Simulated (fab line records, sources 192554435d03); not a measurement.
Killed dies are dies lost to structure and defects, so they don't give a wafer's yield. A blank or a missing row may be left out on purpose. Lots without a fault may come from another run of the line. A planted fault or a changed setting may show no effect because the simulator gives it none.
Which tool did it? | flow n5_finfet | 11 lots, 31 wafers sampled, at 1 step of a route of 1938

WHAT THE GAUGES READ, wafer by wafer
N5_HKMG_FIN_OVL_MEAS_13.
lot  | measured    | on         | NWFM_OVL (nm)
L745 | day 4 04:31 | overlay-01 | 0.0 -0.5 0.4
L748 | day 4 23:56 | overlay-01 | 0.2 0.5 -0.3
L749 | day 5 04:19 | overlay-01 | -0.5 -0.8 0.1
L750 | day 5 13:50 | overlay-02 | -1.3 -1.1 -1.0
L751 | day 5 14:49 | overlay-02 | -0.5 0.0
L752 | day 6 00:12 | overlay-02 | -0.4 -0.5
L757 | day 7 04:59 | overlay-02 | -0.5 -2.0 -1.2
L761 | day 8 03:19 | overlay-02 | -0.6 -0.1 -0.9
L763 | day 8 13:23 | overlay-02 | 0.7 -1.2 0.6
L766 | day 9 10:52 | overlay-01 | -0.4 0.0 -0.8
L767 | day 9 14:33 | overlay-02 | -1.4 -2.7 -1.4

WHICH TOOL RAN EACH LOT (tool, then ch and the chambers of the sampled wafers, then the start)
The record holds no process step before these readings.

THE ANSWER, worked out from the rows above alone
Rule: what is usual is taken from the lots themselves. Put in order of their means at a reading, lots are off if they are a third of the lots or fewer, leave a main group of 4 or more, and stand apart from it by a gap of 3 or more times the standard deviation of the main group's means; of several such gaps the widest counts. A main group whose means are all the same, to the digits that the tables above print for the reading, isn't used. A lot without any number at a reading at which 4 lots or more have one is off too. The other lots that the step has rows for count as sound.
No lot is off at any reading shown: from this, nothing can be told.

WHAT THE SIMULATOR HAD PUT IN
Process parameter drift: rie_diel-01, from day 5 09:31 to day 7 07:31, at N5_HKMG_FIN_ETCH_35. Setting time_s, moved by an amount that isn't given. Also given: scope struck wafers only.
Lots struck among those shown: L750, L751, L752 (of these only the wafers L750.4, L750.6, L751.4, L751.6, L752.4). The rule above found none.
